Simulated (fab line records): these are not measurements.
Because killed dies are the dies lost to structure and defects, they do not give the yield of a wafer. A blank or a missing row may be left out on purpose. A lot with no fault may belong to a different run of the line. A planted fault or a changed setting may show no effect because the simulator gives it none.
Matching of chambers	flow nand_harc	NHARC_P_M1_PRE_CLEAN_32 on pecvd-01 has 3 sister chambers
The step time 12 s. 6 wafers are shown with their chamber, then 11 later ones without.

WAFERS PAIRED WITH THEIR CHAMBERS
wafer	chamber	heater_power_w (W)	heater_power_outer_w (W)
L077.3	0	614	349
L080.5	1	538	311
L085.4	0	695	393
L085.5	2	647	349
L085.6	1	556	317
L087.1	2	773	427

WAFERS MISSING THEIR CHAMBER
wafer	heater_power_w (W)	heater_power_outer_w (W)
L087.2	505	291
L087.4	755	434
L086.2	721	407
L086.4	752	409
L086.6	549	314
L091.1	691	392
L091.2	706	375
L091.3	527	313
L097.1	542	315
L097.2	615	338
L097.4	539	319

EACH ONE'S CHAMBER
wafer	from the rows above	in truth
L087.2	1	1
L087.4	can't be placed: 2 or 0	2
L086.2	can't be placed: 2 or 0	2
L086.4	can't be placed: 2 or 0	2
L086.6	1	1
L091.1	can't be placed: 2 or 0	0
L091.2	can't be placed: 2 or 0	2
L091.3	1	1
L097.1	1	1
L097.2	can't be placed: 0 or 1 or 2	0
L097.4	1	1
Correct placement for 5 of the 11. Can't be placed from these rows: 6 (the true chamber is among the candidates in 6). Number placed wrongly: 0.
How it was worked out, from the rows above alone: a wafer's distance from a chamber is the root of the sum, over the readings, of the square of ((its reading less the chamber's mean) divided by the reading's scatter). If the next closest chamber is less than 2 further off than the closest, the wafer can't be placed; otherwise it belongs to the closest. The mean given for a chamber averages the wafers shown for that chamber. The scatter: the root of (the sum of the squares of (reading less its chamber's mean) over the shown wafers, divided by (wafers less chambers)).
